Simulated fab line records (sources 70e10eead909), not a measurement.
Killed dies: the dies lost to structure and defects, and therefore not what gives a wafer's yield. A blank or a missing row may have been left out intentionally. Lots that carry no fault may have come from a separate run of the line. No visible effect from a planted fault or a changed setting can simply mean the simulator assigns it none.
fab line records -- flow nand_harc
record lots=6, wafers=18, last_day=33
route steps=1302 shown P_CONTACT@249 P_M0@253 END@1302
lots untouched by any fault: they come from a run of this same line in which no faults occurred
start_h: hours from the record's opening day to when the first of the lot's shown wafers began -- wait_h: time in hours since the lot's previous step -- " identical to the entry in the row above -- L1.1+2: a single row standing in for several wafers -- - no value, or no start was given -- * or withheld: withheld -- < > ~ a bound
route shown NAME@n: NAME is a module with steps in the file, n the number in the route of the first one -- usual: mean/standard deviation of fault-free wafers -- same: alike in all rows -- chamber/n: place in a boat -- sites: each site's reading -- _std_site: the standard deviation of these -- _edge_site: the outer-site mean with the inner-site mean subtracted -- radius_mm: how far each site lies from the wafer's centre -- mask NAME#n: copy n -- behind: tool/chamber where the wafer was last shaped -- hold: reason for holding the lot/hours on hold/outcome of the hold -- device: names the non-switching transistor (n, p or np) -- end of line: the same wafers' tests at the end of the route -- a step without rows: its recipe alone -- killed: the dies lost at the first sort to structure and to defects; this is not the yield of the wafer -- map: a wafer's dies, x killed, . not, _ none there
set.NAME: the setting the step ran with; set.NAME@STEP: the setting that earlier step ran with -- model.NAME: the simulator's own value behind a step, which no gauge read
lots seen at some steps along the route; tables by step, rows by wafer
services: the hour from which a tool's chamber was out of use, counted from the record's first day as start_h (under 0 if before that day), plus the number of hours and why
## steps
# step NHARC_P_CONTACT_CMP_24
# recipe t_overpolish_s=30, target_thk_nm=200
# usual motor_current_A=12.4/1.3, overpolish_run_s=29.999/0.0081, time_to_endpoint_s=39.9/2.9
lot.wafer,tool,chamber,start_h,wait_h,motor_current_A,overpolish_run_s,time_to_endpoint_s
L599.2,cmp-04,3,120.54,0.6,12.0,29.991,40.1
L599.3,cmp-04,0,120.54,0.6,13.1,30.014,42.5
L599.1,cmp-04,1,120.54,0.6,10.8,29.990,42.8
L605.4,cmp-03,2,175.48,0.4,13.9,29.984,32.0
L605.5,cmp-03,3,175.48,0.4,12.0,30.004,34.8
L605.6,cmp-03,0,175.48,0.4,11.0,29.997,36.9
L612.4,cmp-03,0,248.19,0.3,11.5,30.010,39.0
L612.1,cmp-03,1,248.19,0.3,11.1,30.000,42.4
L612.2,cmp-03,2,248.19,0.3,15.0,29.992,33.3
L616.3,cmp-04,3,286.67,0.3,11.7,29.992,39.5
L616.5,cmp-04,2,286.67,0.3,14.4,29.972,39.8
L616.6,cmp-04,3,286.67,0.3,12.7,29.999,40.7
L621.3,cmp-03,0,342.73,0.3,11.3,30.008,39.9
L621.4,cmp-03,2,342.73,0.3,14.1,30.009,36.0
L621.1,cmp-03,3,342.73,0.3,11.9,30.007,38.8
L622.1,cmp-04,2,346.34,0.6,14.3,30.007,34.6
L622.4,cmp-04,3,346.34,0.6,11.8,29.995,34.0
L622.6,cmp-04,1,346.34,0.6,10.7,30.012,34.1
# step NHARC_P_CONTACT_SRD_26
# step NHARC_P_CONTACT_INSPECT_27
# usual raw_defect_count=284/120
lot.wafer,tool,chamber,start_h,wait_h,raw_defect_count
L599.1,defect_inspect-02,-,120.94,0.1,231
L599.2,defect_inspect-02,-,120.94,0.1,190
L599.3,defect_inspect-02,-,120.94,0.1,198
L605.4,defect_inspect-02,-,175.81,0.1,771
L605.5,defect_inspect-02,-,175.81,0.1,528
L605.6,defect_inspect-02,-,175.81,0.1,477
L612.1,defect_inspect-01,-,248.56,0.1,566
L612.2,defect_inspect-01,-,248.56,0.1,422
L612.4,defect_inspect-01,-,248.56,0.1,454
L616.3,defect_inspect-01,-,287.07,0.1,311
L616.5,defect_inspect-01,-,287.07,0.1,389
L616.6,defect_inspect-01,-,287.07,0.1,275
L621.1,defect_inspect-02,-,343.14,0.1,247
L621.3,defect_inspect-02,-,343.14,0.1,230
L621.4,defect_inspect-02,-,343.14,0.1,165
L622.1,defect_inspect-01,-,346.72,0.1,163
L622.4,defect_inspect-01,-,346.72,0.1,336
L622.6,defect_inspect-01,-,346.72,0.1,229
# step NHARC_P_M0_DEP_00
# recipe target_thk_a=1500, target_thk_nm=150, temp_c=withheld, pressure_torr=5, flow_sccm=200, rf_w=600, material=SiOC
# step NHARC_P_M0_DEHYDRATE_01
# recipe temp_c=150, time_s=120
# step NHARC_P_M0_HMDS_02
# recipe time_s=30
# step NHARC_P_M0_COAT_33
# recipe temp_c=200, time_s=65
# step NHARC_P_M0_COAT_03
# recipe spin_rpm=1500, resist_thk_nm=90
# step NHARC_P_M0_SOFTBAKE_04
# recipe temp_c=105, time_s=55
# step NHARC_P_M0_EBR_05
# step NHARC_P_M0_EXPOSE_06
# recipe na=1.35, target_cd_nm=90, dose_mj=81.28, mask_id=P_M0
# step NHARC_P_M0_PEB_07
# recipe peb_temp_c=100, peb_time_s=65
lot.wafer,tool,chamber,start_h,wait_h
L599.1+2+3,litho_track-04,0,121.64,0.1
L605.4+5+6,litho_track-01,0,176.63,0.0
L612.1+2+4,litho_track-01,0,249.38,0.1
L616.3+5+6,litho_track-01,0,287.89,0.0
L621.1+3+4,litho_track-06,0,343.96,0.1
L622.1+4+6,litho_track-04,0,347.47,0.1
# step NHARC_P_M0_DEVELOP_08
# recipe develop_time_s=35, dev_temp_c=23
# step NHARC_P_M0_CD_MEAS_09
# recipe target_cd_nm=90, landing_energy_ev=500
# usual cd_nm=89.9/0.69
lot.wafer,tool,chamber,start_h,wait_h,cd_nm
L599.1,cd_sem-02,0,121.72,-,89.0
L599.2,cd_sem-02,0,121.72,-,88.2
L599.3,cd_sem-02,0,121.72,-,89.6
L605.4,cd_sem-02,0,176.71,-,91.0
L605.5,cd_sem-02,0,176.71,-,89.8
L605.6,cd_sem-02,0,176.71,-,90.5
L612.1,cd_sem-03,0,249.46,-,94.9
L612.2,cd_sem-03,0,249.46,-,95.5
L612.4,cd_sem-03,0,249.46,-,96.0
L616.3,cd_sem-03,0,287.97,-,93.9
L616.5,cd_sem-03,0,287.97,-,94.3
L616.6,cd_sem-03,0,287.97,-,93.9
L621.1,cd_sem-03,0,344.04,-,89.0
L621.3,cd_sem-03,0,344.04,-,88.7
L621.4,cd_sem-03,0,344.04,-,88.5
L622.1,cd_sem-02,0,347.55,-,90.0
L622.4,cd_sem-02,0,347.55,-,90.1
L622.6,cd_sem-02,0,347.55,-,90.1
# step NHARC_P_M0_OVL_MEAS_10
# recipe pitch_nm=180
# usual overlay_x_nm=-0.2/0.99, overlay_y_nm=-0.1/0.92
lot.wafer,tool,chamber,start_h,wait_h,overlay_x_nm,overlay_y_nm
L599.1,overlay-01,-,121.80,-,-0.7,-1.3
L599.2,overlay-01,-,121.80,-,-0.2,-0.7
L599.3,overlay-01,-,121.80,-,-0.1,-0.9
L605.4,overlay-01,-,176.80,-,-1.5,-1.7
L605.5,overlay-01,-,176.80,-,-1.5,-1.3
L605.6,overlay-01,-,176.80,-,-1.7,-1.8
L612.1,overlay-02,-,249.55,-,0.2,0.7
L612.2,overlay-02,-,249.55,-,0.5,0.1
L612.4,overlay-02,-,249.55,-,0.2,0.2
L616.3,overlay-02,-,288.05,-,-0.9,-1.1
L616.5,overlay-02,-,288.05,-,-0.6,-0.7
L616.6,overlay-02,-,288.05,-,-0.6,-0.9
L621.1,overlay-02,-,344.13,-,0.0,0.1
L621.3,overlay-02,-,344.13,-,-0.4,0.4
L621.4,overlay-02,-,344.13,-,-0.2,0.7
L622.1,overlay-02,-,347.64,-,-1.5,0.0
L622.4,overlay-02,-,347.64,-,-1.4,0.0
L622.6,overlay-02,-,347.64,-,-1.8,-0.3
# step NHARC_P_M0_INSPECT_11
# usual raw_defect_count=4.6/2.8
lot.wafer,tool,chamber,start_h,wait_h,raw_defect_count
L599.1,defect_inspect-01,-,121.84,0.0,1
L599.2,defect_inspect-01,-,121.84,0.0,3
L599.3,defect_inspect-01,-,121.84,0.0,3
L605.4,defect_inspect-01,-,176.83,0.0,9
L605.5,defect_inspect-01,-,176.83,0.0,7
L605.6,defect_inspect-01,-,176.83,0.0,11
L612.1,defect_inspect-02,-,249.59,0.0,12
L612.2,defect_inspect-02,-,249.59,0.0,10
L612.4,defect_inspect-02,-,249.59,0.0,9
L616.3,defect_inspect-01,-,288.09,0.0,8
L616.5,defect_inspect-01,-,288.09,0.0,0
L616.6,defect_inspect-01,-,288.09,0.0,2
L621.1,defect_inspect-01,-,344.16,0.0,12
L621.3,defect_inspect-01,-,344.16,0.0,3
L621.4,defect_inspect-01,-,344.16,0.0,6
L622.1,defect_inspect-02,-,347.68,0.0,3
L622.4,defect_inspect-02,-,347.68,0.0,4
L622.6,defect_inspect-02,-,347.68,0.0,3
# step NHARC_P_M0_DESCUM_14
# recipe time_s=3, o2_flow_sccm=200, ar_flow_sccm=0, bias_power_w=0, chemistry=O2
# usual drypump_motor_current_A=5.8/0.33, oes_product_au=1.002/0.0098, rf_vpp_V=57.6/0.87, showerhead_plenum_p_Torr=1.88/0.068, throttle_valve_pct=11.311/0.0099
lot.wafer,tool,chamber,start_h,wait_h,drypump_motor_current_A,oes_product_au,rf_hours_counter_h,rf_vpp_V,showerhead_plenum_p_Torr,throttle_valve_pct,model.P_M0.cd_nm
L599.3,rie_diel-01,1,121.91,0.1,6.5,1.013,23,56.3,1.89,11.312,90.26
L599.2,rie_diel-01,2,121.91,0.1,6.0,0.993,25,57.3,1.87,11.319,88.06
L599.1,rie_diel-01,3,121.91,0.1,6.5,1.009,26,57.1,1.95,11.305,89.58
L605.4,rie_diel-10,3,176.90,0.1,5.8,1.010,18,58.8,1.84,11.296,91.19
L605.6,rie_diel-10,2,176.90,0.1,5.9,1.018,-,56.6,1.79,11.312,91.23
L605.5,rie_diel-10,3,176.90,0.1,5.8,1.011,-,58.6,1.84,11.320,90.17
L612.2,rie_diel-07,2,249.65,0.1,5.6,0.996,45,55.7,1.81,11.313,95.83
L612.4,rie_diel-07,3,249.65,0.1,5.8,0.986,44,57.4,2.00,11.299,95.68
L612.1,rie_diel-07,0,249.65,0.1,5.1,0.982,50,56.8,1.91,11.304,95.65
L616.3,rie_diel-01,3,288.20,0.1,6.5,1.011,25,58.0,1.93,11.299,94.2
L616.6,rie_diel-01,0,288.20,0.1,5.7,1.008,-,57.3,1.93,11.317,94.04
L616.5,rie_diel-01,1,288.20,0.1,6.5,1.011,-,57.1,1.87,11.314,94.5
L621.1,rie_diel-10,3,344.23,0.1,5.8,1.016,16,57.1,1.83,11.316,88.73
L621.4,rie_diel-10,0,344.23,0.1,5.6,0.987,18,57.3,1.82,11.312,88.09
L621.3,rie_diel-10,1,344.23,0.1,5.6,0.999,17,59.3,1.98,11.303,88.93
L622.4,rie_diel-01,1,347.74,0.1,6.5,1.010,49,56.5,1.87,11.309,89.85
L622.1,rie_diel-01,0,347.74,0.1,5.6,0.997,48,57.8,1.92,11.299,90.22
L622.6,rie_diel-01,1,347.74,0.1,6.5,1.005,-,58.0,1.87,11.318,90.53
# step NHARC_P_M0_ETCH_34
# recipe target_depth_a=400, overetch_a=120, time_s=43.94, ion_energy_ev=200, n2_flow_sccm=150, h2_flow_sccm=150, ar_flow_sccm=0, rf_w=400, bias_w=150, chemistry=N2/H2
# usual drypump_motor_current_A=5.8/0.33, oes_product_au=1.001/0.0098, rf_vpp_V=429.4/2.2, showerhead_plenum_p_Torr=2.00/0.074, throttle_valve_pct=14.170/0.0096
lot.wafer,tool,chamber,start_h,wait_h,drypump_motor_current_A,oes_product_au,rf_hours_counter_h,rf_vpp_V,showerhead_plenum_p_Torr,throttle_valve_pct
L599.3,rie_diel-01,2,121.99,0.1,6.0,1.003,25,428.8,2.00,14.157
L599.2,rie_diel-01,3,121.99,0.1,6.4,0.993,26,432.4,2.08,14.150
L599.1,rie_diel-01,1,121.99,0.1,6.5,1.004,23,428.8,2.02,14.184
L605.4,rie_diel-10,1,176.99,0.1,5.6,0.989,20,433.1,2.12,14.159
L605.6,rie_diel-10,3,176.99,0.1,5.8,0.998,-,428.7,1.95,14.180
L605.5,rie_diel-10,0,176.99,0.1,5.6,0.988,-,428.3,1.94,14.192
L612.2,rie_diel-07,0,249.73,0.1,5.1,0.994,50,430.3,2.03,14.169
L612.4,rie_diel-07,1,249.73,0.1,6.0,0.983,45,432.4,2.04,14.177
L612.1,rie_diel-07,2,249.73,0.1,5.7,1.005,45,426.8,1.93,14.167
L616.3,rie_diel-01,0,288.27,0.1,5.7,1.001,27,431.5,2.05,14.177
L616.5,rie_diel-01,0,288.27,0.1,5.7,0.994,-,431.7,2.05,14.183
L616.6,rie_diel-01,1,288.27,0.1,6.5,1.012,-,429.9,2.00,14.166
L621.1,rie_diel-10,2,344.32,0.1,5.9,1.005,18,426.9,1.90,14.158
L621.4,rie_diel-10,3,344.32,0.1,5.8,1.010,16,426.3,1.95,14.181
L621.3,rie_diel-10,0,344.32,0.1,5.6,0.987,18,428.2,1.93,14.169
L622.1,rie_diel-01,2,347.83,0.1,6.0,1.026,47,429.9,1.97,14.167
L622.4,rie_diel-01,3,347.83,0.1,6.5,1.008,44,430.4,2.05,14.150
L622.6,rie_diel-01,0,347.83,0.1,5.7,1.001,-,431.0,2.05,14.171
# step NHARC_P_M0_ETCH_15
# recipe target_depth_a=1500, overetch_a=150, time_s=82.5, c4f8_flow_sccm=withheld, ar_flow_sccm=400, rf_w=600, bias_w=300, chemistry=C4F8/Ar
# usual oes_product_au=0.955/0.023, rf_vpp_V=440.0/2.1
lot.wafer,tool,chamber,start_h,wait_h,oes_product_au,rf_hours_counter_h,rf_vpp_V,model.P_M0.cd_nm
L599.3,rie_diel-01,1,-,-,0.957,24,440.2,90.07
L599.2,rie_diel-01,3,-,-,0.972,27,442.2,88.05
L599.1,rie_diel-01,0,-,-,0.935,25,441.8,88.96
L605.4,rie_diel-10,3,-,-,0.918,18,437.6,91.29
L605.5,rie_diel-10,1,-,-,0.967,-,442.8,90.42
L605.6,rie_diel-10,2,-,-,0.960,-,438.6,91.19
L612.2,rie_diel-07,1,-,-,0.910,45,440.5,95.74
L612.4,rie_diel-07,2,-,-,0.926,45,436.8,95.72
L612.1,rie_diel-07,3,-,-,0.924,44,442.3,94.93
L616.3,rie_diel-01,1,-,-,0.954,28,440.3,93.83
L616.5,rie_diel-01,2,-,-,0.946,-,439.4,94.42
L616.6,rie_diel-01,3,-,-,0.938,-,440.4,94.25
L621.3,rie_diel-10,0,-,-,0.955,18,439.1,89
L621.1,rie_diel-10,1,-,-,0.978,17,442.4,88.61
L621.4,rie_diel-10,2,-,-,0.979,18,436.8,88.6
L622.1,rie_diel-01,1,-,-,0.928,49,439.9,90.03
L622.4,rie_diel-01,3,-,-,0.926,44,440.1,89.42
L622.6,rie_diel-01,0,-,-,0.924,-,441.0,90.41
# step NHARC_P_M0_CD_MEAS_16
# usual cd_nm=90.0/0.81
lot.wafer,tool,chamber,start_h,wait_h,cd_nm
L599.1,cd_sem-03,-,122.25,-,88.9
L599.2,cd_sem-03,-,122.25,-,88.1
L599.3,cd_sem-03,-,122.25,-,90.1
L605.4,cd_sem-03,-,177.20,-,91.0
L605.5,cd_sem-03,-,177.20,-,90.4
L605.6,cd_sem-03,-,177.20,-,91.1
L612.1,cd_sem-02,-,249.95,-,95.1
L612.2,cd_sem-02,-,249.95,-,95.8
L612.4,cd_sem-02,-,249.95,-,95.8
L616.3,cd_sem-01,-,288.49,-,93.7
L616.5,cd_sem-01,-,288.49,-,94.6
L616.6,cd_sem-01,-,288.49,-,94.3
L621.1,cd_sem-03,-,344.52,-,88.6
L621.3,cd_sem-03,-,344.52,-,89.2
L621.4,cd_sem-03,-,344.52,-,88.5
L622.1,cd_sem-01,-,348.04,-,90.1
L622.4,cd_sem-01,-,348.04,-,89.9
L622.6,cd_sem-01,-,348.04,-,90.1
# step NHARC_END_SORT_01
# recipe temp_c=25
# usual defect_limited_yield=91/3, killed_at_array=54/21, killed_at_other=1.0/1.2, killed_at_periphery=3.6/2.6, killed_dies=58/20, killed_open=3.3/1.9, killed_short=2.6/1.5, sort_bin_2_pct=3.1/1.4, sort_bin_3_pct=0.6/0.37, sort_bin_4_pct=4.9/1.6, sort_n_pass=619/20, sort_rim_yield_pct=91/4.3, sort_yield_pct=91/3
# same gross_dies=677, sort_bin_5_pct[%]=0, sort_bin_6_pct[%]=0, sort_bin_7_pct[%]=0, sort_bin_8_pct[%]=0, sort_rim_n_gross=106.00
lot.wafer,tool,chamber,start_h,wait_h,defect_limited_yield[%],killed_at_array,killed_at_other,killed_at_periphery,killed_dies,killed_open,killed_short,sort_bin_2_pct[%],sort_bin_3_pct[%],sort_bin_4_pct[%],sort_n_pass,sort_rim_yield_pct[%],sort_yield_pct[%]
L605.4,prober-02,0,611.67,3.4,96,19,1,8,28,1,5,1.9,0.1,2.1,649,96,96
L605.5,prober-02,0,612.46,3.7,96,21,2,6,29,3,7,1.0,0.3,3.0,648,93,96
L605.6,prober-02,0,613.26,4.0,96,16,1,10,27,4,2,1.0,0.4,2.5,650,97,96
# killed by level:class
L605.4 A_CHANNEL_HOLE_D2:chamber_film_flake=7 P_GATE:chamber_film_flake=4 P_STI:chamber_film_flake=2 P_M1:chamber_film_flake=2 A_CHANNEL_HOLE_D1:chamber_film_flake=2 A_WL_FILL:chamber_film_flake=2 A_CHANNEL_HOLE_D2:geometric_particle:open=1 A_CHANNEL_FILL_D1:geometric_particle:short=1
L605.5 P_GATE:chamber_film_flake=5 A_CHANNEL_HOLE_D2:chamber_film_flake=5 A_CHANNEL_FILL_D1:geometric_particle:short=3 A_CHANNEL_HOLE_D1:chamber_film_flake=2 A_DECK1_JOINT:chamber_film_flake=2 A_CONTACT:chamber_film_flake=2 P_GATE:geometric_particle:open=1 A_ONON_D1:geometric_particle:open=1
L605.6 A_CHANNEL_HOLE_D2:chamber_film_flake=6 P_GATE:chamber_film_flake=5 A_CHANNEL_HOLE_D1:chamber_film_flake=2 A_STAIRCASE:chamber_film_flake=2 P_GATE:geometric_particle:open=1 P_CONTACT:geometric_particle:short=1 P_CONTACT:geometric_particle:open=1 A_ONON_D1:geometric_particle:short=1
## services
tool,chamber,start_h,hours,kind
rie_diel-07,0,111.86,6.3,repair
cmp-04,-,112.85,4.0,pm
rie_diel-07,-,117.21,9.0,pm
cmp-03,-,121.85,2.0,repair
litho_track-01,-,155.00,7.0,pm
cmp-03,-,162.07,4.0,pm
rie_diel-01,2,170.04,42.2,repair
rie_diel-07,3,180.55,4.5,repair
cmp-04,-,185.80,0.6,repair
rie_diel-07,1,202.92,5.3,repair
rie_diel-01,-,206.83,9.0,pm
cmp-04,-,210.85,4.0,pm
rie_diel-07,1,219.13,6.4,repair
rie_diel-10,-,242.96,9.0,pm
rie_diel-07,2,254.01,10.2,repair
rie_diel-01,1,258.76,4.2,repair
cmp-03,-,260.07,4.0,pm
cmp-04,-,260.35,2.3,repair
rie_diel-01,1,266.35,4.0,repair
rie_diel-10,3,269.00,6.4,repair
cmp-03,-,271.92,4.3,repair
rie_diel-07,1,283.93,6.0,repair
rie_diel-01,0,308.29,4.3,repair
rie_diel-01,1,332.89,7.1,repair
## key
first_sign step=NHARC_P_M0_CD_MEAS_09, reading=cd_nm, direction=up, sigmas=7, usual=89.9, struck=94.7
effect step=NHARC_P_M0_CD_MEAS_16, reading=cd_nm, direction=up, sigmas=6.1, usual=90.0, struck=94.9
model_effect step=NHARC_P_M0_DESCUM_14, value=P_M0.cd_nm, without=90.73, struck=94.98
model_effect step=NHARC_P_M0_ETCH_15, value=P_M0.cd_nm, without=90.57, struck=94.81
met_at NHARC_P_M0_PEB_07
struck_wafers L612.1,L612.2,L612.4,L616.3,L616.5,L616.6
onset_between 176.63 249.38
fault kind=process_parameter_drift, tool=litho_track-01, chamber=-, onset_h=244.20, steps=NHARC_P_M0_PEB_07, channel=peb_time_s, offset=*, shape=step, end_h=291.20, acts_in=*, stated=*
